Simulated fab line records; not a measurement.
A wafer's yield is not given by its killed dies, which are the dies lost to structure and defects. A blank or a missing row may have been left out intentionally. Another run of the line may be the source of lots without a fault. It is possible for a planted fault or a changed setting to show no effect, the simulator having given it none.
The tool behind it: which one?	flow n5Finfet	12 lots, 36 wafers sampled, at 1 step of a route of 1938

WHAT THE GAUGES SHOWED, per wafer
N5_WELL_APT_INSPECT_10: inspects for defects (macro).
lot	measured	on	rawDefectCount
L075	day 1 19:59	defectInspect-02	3 4 1
L077	day 2 07:38	defectInspect-02	1 0 2
L079	day 2 20:19	defectInspect-01	2 1 1
L081	day 3 07:46	defectInspect-02	2 1 0
L083	day 3 19:52	defectInspect-01	0 1 3
L085	day 4 08:08	defectInspect-02	1 2 2
L087	day 4 19:53	defectInspect-01	0 4 2
L089	day 5 08:35	defectInspect-01	1 6 2
L091	day 5 19:52	defectInspect-01	0 0 1
L093	day 6 07:42	defectInspect-01	1 2 3
L095	day 6 19:37	defectInspect-02	4 7 1
L097	day 7 07:37	defectInspect-01	0 2 2

WHICH TOOL RAN EACH LOT (tool, then ch and the chambers of the sampled wafers, then the start)
Record: no process step prior to these readings.

THE ANSWER, worked out from the rows above alone
Rule: the lots themselves supply what counts as usual. The widest of any qualifying gaps counts: lots, ordered by their means at a reading, are off when they make up no more than a third of the lots, leave a main group of 4 or more, and stand apart from it by 3 or more times the standard deviation of that group's means. The tables above print the reading to a certain number of digits; a main group whose means all agree to those digits is not used. Also off: a lot with no number at a reading for which 4 or more lots have one. All remaining lots with rows at the step are treated as sound.
Nothing can be told from this: no lot is off at any reading shown.

WHAT HAD BEEN PUT IN BY THE SIMULATOR
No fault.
